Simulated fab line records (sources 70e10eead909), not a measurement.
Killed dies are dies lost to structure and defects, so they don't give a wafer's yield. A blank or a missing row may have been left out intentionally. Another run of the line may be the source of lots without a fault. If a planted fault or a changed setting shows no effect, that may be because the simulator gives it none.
Which tool was responsible? / flow nandHarc / 24 lots with 72 wafers sampled at 6 steps, on a route of 1302 steps

WHAT THE GAUGES SHOWED, per wafer
NHARC_P_STI_INSPECT_25.
lot=L074; measured=day 4 08:28; on=defectInspect-02; rawDefectCount=266 337 164
lot=L075; measured=day 5 01:40; on=defectInspect-01; rawDefectCount=348 165 211
lot=L076; measured=day 5 01:40; on=defectInspect-02; rawDefectCount=381 368 295
lot=L077; measured=day 5 08:18; on=defectInspect-02; rawDefectCount=194 207 343
lot=L078; measured=day 5 15:16; on=defectInspect-02; rawDefectCount=103 151 124
lot=L079; measured=day 6 06:07; on=defectInspect-02; rawDefectCount=124 241 199
lot=L080; measured=day 6 11:07; on=defectInspect-02; rawDefectCount=263 184 367
lot=L081; measured=day 7 00:46; on=defectInspect-02; rawDefectCount=373 185 235
lot=L082; measured=day 7 06:30; on=defectInspect-02; rawDefectCount=162 80 128
lot=L083; measured=day 7 21:47; on=defectInspect-01; rawDefectCount=156 166 158
lot=L084; measured=day 8 02:02; on=defectInspect-01; rawDefectCount=350 246 298
lot=L085; measured=day 8 12:29; on=defectInspect-01; rawDefectCount=156 153 122
lot=L086; measured=day 8 23:56; on=defectInspect-01; rawDefectCount=239 171 235
lot=L087; measured=day 9 08:37; on=defectInspect-01; rawDefectCount=287 138 255
lot=L088; measured=day 10 02:15; on=defectInspect-02; rawDefectCount=207 243 144
lot=L089; measured=day 10 02:15; on=defectInspect-01; rawDefectCount=248 219 113
lot=L090; measured=day 10 15:14; on=defectInspect-01; rawDefectCount=135 102 209
lot=L091; measured=day 11 05:52; on=defectInspect-02; rawDefectCount=96 201 151
lot=L092; measured=day 11 13:48; on=defectInspect-02; rawDefectCount=343 302 185
lot=L093; measured=day 11 20:14; on=defectInspect-01; rawDefectCount=316 276 196
lot=L094; measured=day 12 06:20; on=defectInspect-01; rawDefectCount=340 277 389
lot=L095; measured=day 12 16:46; on=defectInspect-02; rawDefectCount=251 325 303
lot=L096; measured=day 13 07:30; on=defectInspect-02; rawDefectCount=137 207 220
lot=L097; measured=day 13 12:08; on=defectInspect-01; rawDefectCount=192 127 174

NHARC_P_CONTACT_CD_MEAS_12: target cd 90 nm.
lot=L074; measured=day 6 05:49; on=cdSem-01; cdNm (nm)=90.1 89.3 89.1
lot=L075; measured=day 6 22:00; on=cdSem-02; cdNm (nm)=88.9 88.3 89.0
lot=L076; measured=day 6 21:26; on=cdSem-01; cdNm (nm)=90.0 91.2 90.5
lot=L077; measured=day 7 07:41; on=cdSem-03; cdNm (nm)=88.1 88.6 89.0
lot=L078; measured=day 7 12:31; on=cdSem-01; cdNm (nm)=89.8 89.7 88.5
lot=L079; measured=day 8 04:30; on=cdSem-01; cdNm (nm)=88.4 89.7 90.4
lot=L080; measured=day 8 09:07; on=cdSem-03; cdNm (nm)=89.2 89.5 89.2
lot=L081; measured=day 8 19:16; on=cdSem-01; cdNm (nm)=89.8 90.6 89.6
lot=L082; measured=day 9 01:56; on=cdSem-01; cdNm (nm)=90.2 90.2 90.5
lot=L083; measured=day 9 19:22; on=cdSem-01; cdNm (nm)=88.7 88.4 88.5
lot=L084; measured=day 9 22:44; on=cdSem-01; cdNm (nm)=89.8 91.0 90.6
lot=L085; measured=day 10 06:35; on=cdSem-01; cdNm (nm)=89.1 89.1 89.7
lot=L086; measured=day 10 21:58; on=cdSem-02; cdNm (nm)=90.4 89.9 89.4
lot=L087; measured=day 11 03:58; on=cdSem-02; cdNm (nm)=89.0 89.6 89.1
lot=L088; measured=day 11 21:20; on=cdSem-03; cdNm (nm)=90.6 90.2 90.8
lot=L089; measured=day 11 21:52; on=cdSem-03; cdNm (nm)=88.8 89.9 89.2
lot=L090; measured=day 12 12:51; on=cdSem-02; cdNm (nm)=89.5 90.1 89.3
lot=L091; measured=day 13 00:01; on=cdSem-02; cdNm (nm)=90.6 89.2 90.1
lot=L092; measured=day 13 12:03; on=cdSem-03; cdNm (nm)=89.6 90.0 89.3
lot=L093; measured=day 13 19:08; on=cdSem-02; cdNm (nm)=89.1 89.6 89.6
lot=L094; measured=day 14 06:37; on=cdSem-03; cdNm (nm)=90.9 89.9 91.6
lot=L095; measured=day 14 13:34; on=cdSem-02; cdNm (nm)=89.5 89.4 88.4
lot=L096; measured=day 15 02:28; on=cdSem-01; cdNm (nm)=89.2 89.5 88.7
lot=L097; measured=day 15 09:20; on=cdSem-01; cdNm (nm)=90.1 89.1 89.1

NHARC_P_M0_CD_MEAS_09: target cd 90 nm.
lot=L074; measured=day 6 09:57; on=cdSem-02; cdNm (nm)=89.6 88.8 89.2
lot=L075; measured=day 7 02:10; on=cdSem-03; cdNm (nm)=89.4 89.3 89.7
lot=L076; measured=day 7 01:28; on=cdSem-03; cdNm (nm)=89.3 89.8 90.7
lot=L077; measured=day 7 11:52; on=cdSem-02; cdNm (nm)=89.7 89.8 88.5
lot=L078; measured=day 7 16:35; on=cdSem-01; cdNm (nm)=89.3 89.7 89.9
lot=L079; measured=day 8 08:35; on=cdSem-02; cdNm (nm)=90.9 90.4 90.5
lot=L080; measured=day 8 13:23; on=cdSem-01; cdNm (nm)=90.7 90.7 91.2
lot=L081; measured=day 8 23:29; on=cdSem-03; cdNm (nm)=89.6 89.7 89.0
lot=L082; measured=day 9 05:58; on=cdSem-01; cdNm (nm)=89.3 90.6 89.8
lot=L083; measured=day 9 23:43; on=cdSem-01; cdNm (nm)=90.1 91.1 90.4
lot=L084; measured=day 10 02:56; on=cdSem-01; cdNm (nm)=89.8 89.9 91.0
lot=L085; measured=day 10 10:44; on=cdSem-01; cdNm (nm)=89.9 90.2 89.5
lot=L086; measured=day 11 02:00; on=cdSem-03; cdNm (nm)=89.9 89.4 90.1
lot=L087; measured=day 11 08:17; on=cdSem-02; cdNm (nm)=90.4 90.6 90.1
lot=L088; measured=day 12 01:37; on=cdSem-03; cdNm (nm)=89.2 89.1 89.0
lot=L089; measured=day 12 02:04; on=cdSem-02; cdNm (nm)=90.2 90.5 90.8
lot=L090; measured=day 12 16:56; on=cdSem-03; cdNm (nm)=89.2 89.6 89.3
lot=L091; measured=day 13 04:04; on=cdSem-01; cdNm (nm)=89.0 89.0 88.6
lot=L092; measured=day 13 16:13; on=cdSem-01; cdNm (nm)=89.2 89.5 88.7
lot=L093; measured=day 13 23:19; on=cdSem-01; cdNm (nm)=89.1 88.8 90.0
lot=L094; measured=day 14 10:40; on=cdSem-03; cdNm (nm)=90.1 90.0 90.4
lot=L095; measured=day 14 17:40; on=cdSem-02; cdNm (nm)=91.1 90.7 90.5
lot=L096; measured=day 15 06:47; on=cdSem-02; cdNm (nm)=90.7 90.3 90.3
lot=L097; measured=day 15 13:30; on=cdSem-03; cdNm (nm)=90.2 89.3 89.4

TOOL THAT RAN EACH LOT (tool first, then ch and the chambers of the sampled wafers, then the start)
lot=L074; NHARC_P_ZERO_WELL_DESCUM_39=rieDiel-02 ch 0,1,2, day 2 00:08; NHARC_P_GATE_RTA_64=rtpAnneal-02 ch 0, day 6 03:04; NHARC_P_CONTACT_PVD_32=pvdSputter-01, day 6 09:57 or earlier
lot=L075; NHARC_P_ZERO_WELL_DESCUM_39=rieDiel-09 ch 0,2, day 2 10:50; NHARC_P_GATE_RTA_64=rtpAnneal-02 ch 0, day 6 19:10; NHARC_P_CONTACT_PVD_32=pvdSputter-01, day 7 02:10 or earlier
lot=L076; NHARC_P_ZERO_WELL_DESCUM_39=rieDiel-09 ch 0,2, day 2 20:22; NHARC_P_GATE_RTA_64=rtpAnneal-02 ch 0, day 6 18:16; NHARC_P_CONTACT_PVD_32=pvdSputter-03, day 7 01:28 or earlier
lot=L077; NHARC_P_ZERO_WELL_DESCUM_39=rieDiel-02 ch 1,2,3, day 3 06:22; NHARC_P_GATE_RTA_64=rtpAnneal-01 ch 0, day 7 04:55; NHARC_P_CONTACT_PVD_32=pvdSputter-02, day 7 11:52 or earlier
lot=L078; NHARC_P_ZERO_WELL_DESCUM_39=rieDiel-09 ch 1,3, day 3 16:17; NHARC_P_GATE_RTA_64=rtpAnneal-01 ch 0, day 7 09:42; NHARC_P_CONTACT_PVD_32=pvdSputter-03, day 7 16:35 or earlier
lot=L079; NHARC_P_ZERO_WELL_DESCUM_39=rieDiel-09 ch 1,2, day 4 02:38; NHARC_P_GATE_RTA_64=rtpAnneal-01 ch 0, day 8 01:37; NHARC_P_CONTACT_PVD_32=pvdSputter-01, day 8 08:35 or earlier
lot=L080; NHARC_P_ZERO_WELL_DESCUM_39=rieDiel-08 ch 1,2, day 4 12:30; NHARC_P_GATE_RTA_64=rtpAnneal-01 ch 0, day 8 06:15; NHARC_P_CONTACT_PVD_32=pvdSputter-02, day 8 13:23 or earlier
lot=L081; NHARC_P_ZERO_WELL_DESCUM_39=rieDiel-08 ch 0,2,3, day 4 22:08; NHARC_P_GATE_RTA_64=rtpAnneal-02 ch 0, day 8 16:25; NHARC_P_CONTACT_PVD_32=pvdSputter-02, day 8 23:29 or earlier
lot=L082; NHARC_P_ZERO_WELL_DESCUM_39=rieDiel-08 ch 0,1, day 5 08:26; NHARC_P_GATE_RTA_64=rtpAnneal-02 ch 0, day 8 22:52; NHARC_P_CONTACT_PVD_32=pvdSputter-02, day 9 05:58 or earlier
lot=L083; NHARC_P_ZERO_WELL_DESCUM_39=rieDiel-02 ch 1,2, day 5 18:16; NHARC_P_GATE_RTA_64=rtpAnneal-02 ch 0, day 9 16:29; NHARC_P_CONTACT_PVD_32=pvdSputter-01, day 9 23:43 or earlier
lot=L084; NHARC_P_ZERO_WELL_DESCUM_39=rieDiel-08 ch 0,2,3, day 6 04:24; NHARC_P_GATE_RTA_64=rtpAnneal-01 ch 0, day 9 19:53; NHARC_P_CONTACT_PVD_32=pvdSputter-03, day 10 02:56 or earlier
lot=L085; NHARC_P_ZERO_WELL_DESCUM_39=rieDiel-09 ch 0,1,3, day 6 14:01; NHARC_P_GATE_RTA_64=rtpAnneal-01 ch 0, day 10 03:53; NHARC_P_CONTACT_PVD_32=pvdSputter-01, day 10 10:44 or earlier
lot=L086; NHARC_P_ZERO_WELL_DESCUM_39=rieDiel-02 ch 0,3, day 7 00:18; NHARC_P_GATE_RTA_64=rtpAnneal-02 ch 0, day 10 19:09; NHARC_P_CONTACT_PVD_32=pvdSputter-03, day 11 02:00 or earlier
lot=L087; NHARC_P_ZERO_WELL_DESCUM_39=rieDiel-08 ch 1,2,3, day 7 10:14; NHARC_P_GATE_RTA_64=rtpAnneal-01 ch 0, day 11 00:58; NHARC_P_CONTACT_PVD_32=pvdSputter-02, day 11 08:17 or earlier
lot=L088; NHARC_P_ZERO_WELL_DESCUM_39=rieDiel-02 ch 0,1,3, day 7 20:18; NHARC_P_GATE_RTA_64=rtpAnneal-01 ch 0, day 11 18:14; NHARC_P_CONTACT_PVD_32=pvdSputter-03, day 12 01:37 or earlier
lot=L089; NHARC_P_ZERO_WELL_DESCUM_39=rieDiel-09 ch 0,2,3, day 8 06:16; NHARC_P_GATE_RTA_64=rtpAnneal-01 ch 0, day 11 18:59; NHARC_P_CONTACT_PVD_32=pvdSputter-02, day 12 02:04 or earlier
lot=L090; NHARC_P_ZERO_WELL_DESCUM_39=rieDiel-09 ch 0,3, day 8 16:29; NHARC_P_GATE_RTA_64=rtpAnneal-02 ch 0, day 12 10:07; NHARC_P_CONTACT_PVD_32=pvdSputter-03, day 12 16:56 or earlier
lot=L091; NHARC_P_ZERO_WELL_DESCUM_39=rieDiel-09 ch 1,3, day 9 02:22; NHARC_P_GATE_RTA_64=rtpAnneal-02 ch 0, day 12 21:10; NHARC_P_CONTACT_PVD_32=pvdSputter-01, day 13 04:04 or earlier
lot=L092; NHARC_P_ZERO_WELL_DESCUM_39=rieDiel-02 ch 0,1,3, day 9 12:17; NHARC_P_GATE_RTA_64=rtpAnneal-02 ch 0, day 13 09:11; NHARC_P_CONTACT_PVD_32=pvdSputter-02, day 13 16:13 or earlier
lot=L093; NHARC_P_ZERO_WELL_DESCUM_39=rieDiel-08 ch 0,1, day 9 22:22; NHARC_P_GATE_RTA_64=rtpAnneal-02 ch 0, day 13 16:16; NHARC_P_CONTACT_PVD_32=pvdSputter-02, day 13 23:19 or earlier
lot=L094; NHARC_P_ZERO_WELL_DESCUM_39=rieDiel-08 ch 1,2,3, day 10 09:41; NHARC_P_GATE_RTA_64=rtpAnneal-02 ch 0, day 14 03:38; NHARC_P_CONTACT_PVD_32=pvdSputter-02, day 14 10:40 or earlier
lot=L095; NHARC_P_ZERO_WELL_DESCUM_39=rieDiel-08 ch 0,3, day 10 18:23; NHARC_P_GATE_RTA_64=rtpAnneal-01 ch 0, day 14 10:45; NHARC_P_CONTACT_PVD_32=pvdSputter-01, day 14 17:40 or earlier
lot=L096; NHARC_P_ZERO_WELL_DESCUM_39=rieDiel-08 ch 0,1,3, day 11 04:19; NHARC_P_GATE_RTA_64=rtpAnneal-01 ch 0, day 14 23:40; NHARC_P_CONTACT_PVD_32=pvdSputter-01, day 15 06:47 or earlier
lot=L097; NHARC_P_ZERO_WELL_DESCUM_39=rieDiel-09 ch 1,2,3, day 11 14:08; NHARC_P_GATE_RTA_64=rtpAnneal-02 ch 0, day 15 06:29; NHARC_P_CONTACT_PVD_32=pvdSputter-02, day 15 13:30 or earlier
- NHARC_P_ZERO_WELL_DESCUM_39: chemistry O2, time 3 s.
- NHARC_P_GATE_RTA_64: time 1 s.
- NHARC_P_CONTACT_PVD_32: deposits Ti, target thk 5 nm, time 17.7 s.

WHAT THE TOOLS THEMSELVES READ (means of the sampled wafers that have a number; where no wafer has one, the mark that the record gives instead)
NHARC_P_ZERO_WELL_DESCUM_39.
lot=L074; tool=rieDiel-02; chamberPressureMTorr (mTorr)=59.95; drypumpMotorCurrentA (A)=6.2; oesProductAu (a.u.)=0.991; rfVppV (V)=58.0; showerheadPlenumPTorr (Torr)=1.91; throttleValvePct (%)=11.302
lot=L075; tool=rieDiel-09; chamberPressureMTorr (mTorr)=60.04; drypumpMotorCurrentA (A)=5.4; oesProductAu (a.u.)=0.979; rfVppV (V)=58.5; showerheadPlenumPTorr (Torr)=1.90; throttleValvePct (%)=11.317
lot=L076; tool=rieDiel-09; chamberPressureMTorr (mTorr)=59.98; drypumpMotorCurrentA (A)=5.4; oesProductAu (a.u.)=0.975; rfVppV (V)=57.5; showerheadPlenumPTorr (Torr)=1.90; throttleValvePct (%)=11.313
lot=L077; tool=rieDiel-02; chamberPressureMTorr (mTorr)=59.96; drypumpMotorCurrentA (A)=5.7; oesProductAu (a.u.)=0.997; rfVppV (V)=57.1; showerheadPlenumPTorr (Torr)=1.95; throttleValvePct (%)=11.315
lot=L078; tool=rieDiel-09; chamberPressureMTorr (mTorr)=59.98; drypumpMotorCurrentA (A)=5.7; oesProductAu (a.u.)=0.988; rfVppV (V)=58.1; showerheadPlenumPTorr (Torr)=1.94; throttleValvePct (%)=11.311
lot=L079; tool=rieDiel-09; chamberPressureMTorr (mTorr)=60.04; drypumpMotorCurrentA (A)=5.8; oesProductAu (a.u.)=0.988; rfVppV (V)=57.8; showerheadPlenumPTorr (Torr)=1.89; throttleValvePct (%)=11.307
lot=L080; tool=rieDiel-08; chamberPressureMTorr (mTorr)=60.02; drypumpMotorCurrentA (A)=5.6; oesProductAu (a.u.)=1.009; rfVppV (V)=56.7; showerheadPlenumPTorr (Torr)=1.83; throttleValvePct (%)=11.304
lot=L081; tool=rieDiel-08; chamberPressureMTorr (mTorr)=60.01; drypumpMotorCurrentA (A)=5.3; oesProductAu (a.u.)=1.013; rfVppV (V)=57.5; showerheadPlenumPTorr (Torr)=1.91; throttleValvePct (%)=11.301
lot=L082; tool=rieDiel-08; chamberPressureMTorr (mTorr)=60.01; drypumpMotorCurrentA (A)=5.6; oesProductAu (a.u.)=1.007; rfVppV (V)=57.3; showerheadPlenumPTorr (Torr)=1.81; throttleValvePct (%)=11.320
lot=L083; tool=rieDiel-02; chamberPressureMTorr (mTorr)=60.02; drypumpMotorCurrentA (A)=5.9; oesProductAu (a.u.)=0.999; rfVppV (V)=58.3; showerheadPlenumPTorr (Torr)=1.98; throttleValvePct (%)=11.313
lot=L084; tool=rieDiel-08; chamberPressureMTorr (mTorr)=59.97; drypumpMotorCurrentA (A)=5.3; oesProductAu (a.u.)=1.015; rfVppV (V)=57.2; showerheadPlenumPTorr (Torr)=1.91; throttleValvePct (%)=11.312
lot=L085; tool=rieDiel-09; chamberPressureMTorr (mTorr)=60.02; drypumpMotorCurrentA (A)=5.7; oesProductAu (a.u.)=0.990; rfVppV (V)=58.7; showerheadPlenumPTorr (Torr)=1.98; throttleValvePct (%)=11.315
lot=L086; tool=rieDiel-02; chamberPressureMTorr (mTorr)=60.02; drypumpMotorCurrentA (A)=6.1; oesProductAu (a.u.)=1.002; rfVppV (V)=59.2; showerheadPlenumPTorr (Torr)=2.00; throttleValvePct (%)=11.310
lot=L087; tool=rieDiel-08; chamberPressureMTorr (mTorr)=60.00; drypumpMotorCurrentA (A)=5.3; oesProductAu (a.u.)=1.009; rfVppV (V)=57.1; showerheadPlenumPTorr (Torr)=1.87; throttleValvePct (%)=11.321
lot=L088; tool=rieDiel-02; chamberPressureMTorr (mTorr)=59.98; drypumpMotorCurrentA (A)=6.0; oesProductAu (a.u.)=1.006; rfVppV (V)=58.3; showerheadPlenumPTorr (Torr)=1.97; throttleValvePct (%)=11.316
lot=L089; tool=rieDiel-09; chamberPressureMTorr (mTorr)=59.95; drypumpMotorCurrentA (A)=5.3; oesProductAu (a.u.)=0.993; rfVppV (V)=57.5; showerheadPlenumPTorr (Torr)=1.93; throttleValvePct (%)=11.320
lot=L090; tool=rieDiel-09; chamberPressureMTorr (mTorr)=60.02; drypumpMotorCurrentA (A)=5.6; oesProductAu (a.u.)=0.992; rfVppV (V)=59.0; showerheadPlenumPTorr (Torr)=2.02; throttleValvePct (%)=11.310
lot=L091; tool=rieDiel-09; chamberPressureMTorr (mTorr)=60.00; drypumpMotorCurrentA (A)=5.7; oesProductAu (a.u.)=0.993; rfVppV (V)=58.1; showerheadPlenumPTorr (Torr)=1.93; throttleValvePct (%)=11.306
lot=L092; tool=rieDiel-02; chamberPressureMTorr (mTorr)=60.02; drypumpMotorCurrentA (A)=5.9; oesProductAu (a.u.)=1.003; rfVppV (V)=58.1; showerheadPlenumPTorr (Torr)=1.96; throttleValvePct (%)=11.317
lot=L093; tool=rieDiel-08; chamberPressureMTorr (mTorr)=59.96; drypumpMotorCurrentA (A)=5.6; oesProductAu (a.u.)=1.006; rfVppV (V)=57.8; showerheadPlenumPTorr (Torr)=1.93; throttleValvePct (%)=11.306
lot=L094; tool=rieDiel-08; chamberPressureMTorr (mTorr)=59.96; drypumpMotorCurrentA (A)=5.3; oesProductAu (a.u.)=1.002; rfVppV (V)=58.3; showerheadPlenumPTorr (Torr)=1.97; throttleValvePct (%)=11.322
lot=L095; tool=rieDiel-08; chamberPressureMTorr (mTorr)=60.08; drypumpMotorCurrentA (A)=5.1; oesProductAu (a.u.)=1.017; rfVppV (V)=58.2; showerheadPlenumPTorr (Torr)=1.90; throttleValvePct (%)=11.308
lot=L096; tool=rieDiel-08; chamberPressureMTorr (mTorr)=59.98; drypumpMotorCurrentA (A)=5.4; oesProductAu (a.u.)=1.011; rfVppV (V)=57.8; showerheadPlenumPTorr (Torr)=1.95; throttleValvePct (%)=11.312
lot=L097; tool=rieDiel-09; chamberPressureMTorr (mTorr)=60.02; drypumpMotorCurrentA (A)=5.3; oesProductAu (a.u.)=0.995; rfVppV (V)=58.3; showerheadPlenumPTorr (Torr)=1.88; throttleValvePct (%)=11.311

NHARC_P_GATE_RTA_64.
lot=L074; tool=rtpAnneal-02; annealTempCMax=1060.4; lampPowerPct (%)=30.8; wafer_temp_C_max=1054.6
lot=L075; tool=rtpAnneal-02; annealTempCMax=1058.3; lampPowerPct (%)=30.7; wafer_temp_C_max=1055.4
lot=L076; tool=rtpAnneal-02; annealTempCMax=1057.7; lampPowerPct (%)=30.7; wafer_temp_C_max=1053.7
lot=L077; tool=rtpAnneal-01; annealTempCMax=1055.4; lampPowerPct (%)=33.6; wafer_temp_C_max=1054.4
lot=L078; tool=rtpAnneal-01; annealTempCMax=1055.3; lampPowerPct (%)=33.6; wafer_temp_C_max=1054.5
lot=L079; tool=rtpAnneal-01; annealTempCMax=1054.6; lampPowerPct (%)=33.5; wafer_temp_C_max=1054.6
lot=L080; tool=rtpAnneal-01; annealTempCMax=1054.9; lampPowerPct (%)=33.5; wafer_temp_C_max=1053.5
lot=L081; tool=rtpAnneal-02; annealTempCMax=1058.6; lampPowerPct (%)=30.7; wafer_temp_C_max=1054.2
lot=L082; tool=rtpAnneal-02; annealTempCMax=1058.5; lampPowerPct (%)=30.7; wafer_temp_C_max=1054.6
lot=L083; tool=rtpAnneal-02; annealTempCMax=1057.6; lampPowerPct (%)=30.7; wafer_temp_C_max=1054.4
lot=L084; tool=rtpAnneal-01; annealTempCMax=1055.7; lampPowerPct (%)=33.5; wafer_temp_C_max=1053.8
lot=L085; tool=rtpAnneal-01; annealTempCMax=1055.4; lampPowerPct (%)=33.6; wafer_temp_C_max=1053.8
lot=L086; tool=rtpAnneal-02; annealTempCMax=1059.3; lampPowerPct (%)=30.7; wafer_temp_C_max=1053.7
lot=L087; tool=rtpAnneal-01; annealTempCMax=1054.5; lampPowerPct (%)=33.6; wafer_temp_C_max=1054.2
lot=L088; tool=rtpAnneal-01; annealTempCMax=1054.2; lampPowerPct (%)=33.4; wafer_temp_C_max=1054.1
lot=L089; tool=rtpAnneal-01; annealTempCMax=1054.6; lampPowerPct (%)=33.6; wafer_temp_C_max=1053.7
lot=L090; tool=rtpAnneal-02; annealTempCMax=1056.5; lampPowerPct (%)=30.7; wafer_temp_C_max=1054.0
lot=L091; tool=rtpAnneal-02; annealTempCMax=1057.5; lampPowerPct (%)=30.8; wafer_temp_C_max=1054.7
lot=L092; tool=rtpAnneal-02; annealTempCMax=1056.9; lampPowerPct (%)=30.7; wafer_temp_C_max=1053.7
lot=L093; tool=rtpAnneal-02; annealTempCMax=1057.8; lampPowerPct (%)=30.7; wafer_temp_C_max=1054.8
lot=L094; tool=rtpAnneal-02; annealTempCMax=1059.0; lampPowerPct (%)=30.7; wafer_temp_C_max=1055.4
lot=L095; tool=rtpAnneal-01; annealTempCMax=1054.8; lampPowerPct (%)=33.5; wafer_temp_C_max=1053.6
lot=L096; tool=rtpAnneal-01; annealTempCMax=1055.1; lampPowerPct (%)=33.6; wafer_temp_C_max=1053.8
lot=L097; tool=rtpAnneal-02; annealTempCMax=1057.4; lampPowerPct (%)=30.7; wafer_temp_C_max=1054.5

NHARC_P_CONTACT_PVD_32.
lot=L074; tool=pvdSputter-01; substrateTempC (C)=200.02; throttleValvePct (%)=29.4
lot=L075; tool=pvdSputter-01; substrateTempC (C)=199.97; throttleValvePct (%)=28.7
lot=L076; tool=pvdSputter-03; substrateTempC (C)=200.01; throttleValvePct (%)=28.5
lot=L077; tool=pvdSputter-02; substrateTempC (C)=199.95; throttleValvePct (%)=30.3
lot=L078; tool=pvdSputter-03; substrateTempC (C)=199.92; throttleValvePct (%)=28.7
lot=L079; tool=pvdSputter-01; substrateTempC (C)=200.07; throttleValvePct (%)=30.2
lot=L080; tool=pvdSputter-02; substrateTempC (C)=200.04; throttleValvePct (%)=30.4
lot=L081; tool=pvdSputter-02; substrateTempC (C)=200.14; throttleValvePct (%)=30.2
lot=L082; tool=pvdSputter-02; substrateTempC (C)=200.03; throttleValvePct (%)=30.4
lot=L083; tool=pvdSputter-01; substrateTempC (C)=200.13; throttleValvePct (%)=29.2
lot=L084; tool=pvdSputter-03; substrateTempC (C)=199.98; throttleValvePct (%)=29.0
lot=L085; tool=pvdSputter-01; substrateTempC (C)=199.96; throttleValvePct (%)=30.3
lot=L086; tool=pvdSputter-03; substrateTempC (C)=200.26; throttleValvePct (%)=29.2
lot=L087; tool=pvdSputter-02; substrateTempC (C)=200.12; throttleValvePct (%)=30.6
lot=L088; tool=pvdSputter-03; substrateTempC (C)=199.99; throttleValvePct (%)=29.4
lot=L089; tool=pvdSputter-02; substrateTempC (C)=199.99; throttleValvePct (%)=30.6
lot=L090; tool=pvdSputter-03; substrateTempC (C)=199.98; throttleValvePct (%)=29.0
lot=L091; tool=pvdSputter-01; substrateTempC (C)=200.01; throttleValvePct (%)=29.9
lot=L092; tool=pvdSputter-02; substrateTempC (C)=199.93; throttleValvePct (%)=30.3
lot=L093; tool=pvdSputter-02; substrateTempC (C)=199.87; throttleValvePct (%)=30.5
lot=L094; tool=pvdSputter-02; substrateTempC (C)=200.00; throttleValvePct (%)=30.2
lot=L095; tool=pvdSputter-01; substrateTempC (C)=200.00; throttleValvePct (%)=29.0
lot=L096; tool=pvdSputter-01; substrateTempC (C)=200.06; throttleValvePct (%)=28.6
lot=L097; tool=pvdSputter-02; substrateTempC (C)=199.96; throttleValvePct (%)=30.1

THE ANSWER, worked out from the rows above alone
Rule: what is usual is taken from the lots themselves. The widest of any qualifying gaps counts: lots, ordered by their means at a reading, are off when they make up no more than a third of the lots, leave a main group of 4 or more, and stand apart from it by 3 or more times the standard deviation of that group's means. Not used: any main group whose means are identical at the precision the tables above print for the reading. Also off: a lot with no number at a reading for which 4 or more lots have one. All remaining lots with rows at the step are treated as sound. After the gauges, taken in route order, come the tools' own readings; for these a lot's mean is taken, as printed above. At the first step where some lot is off, the reading lying furthest off is the one used; lots without a number count as furthest.
No lot is off on any of the readings shown, so nothing can be concluded from this.

WHAT THE SIMULATOR PUT IN
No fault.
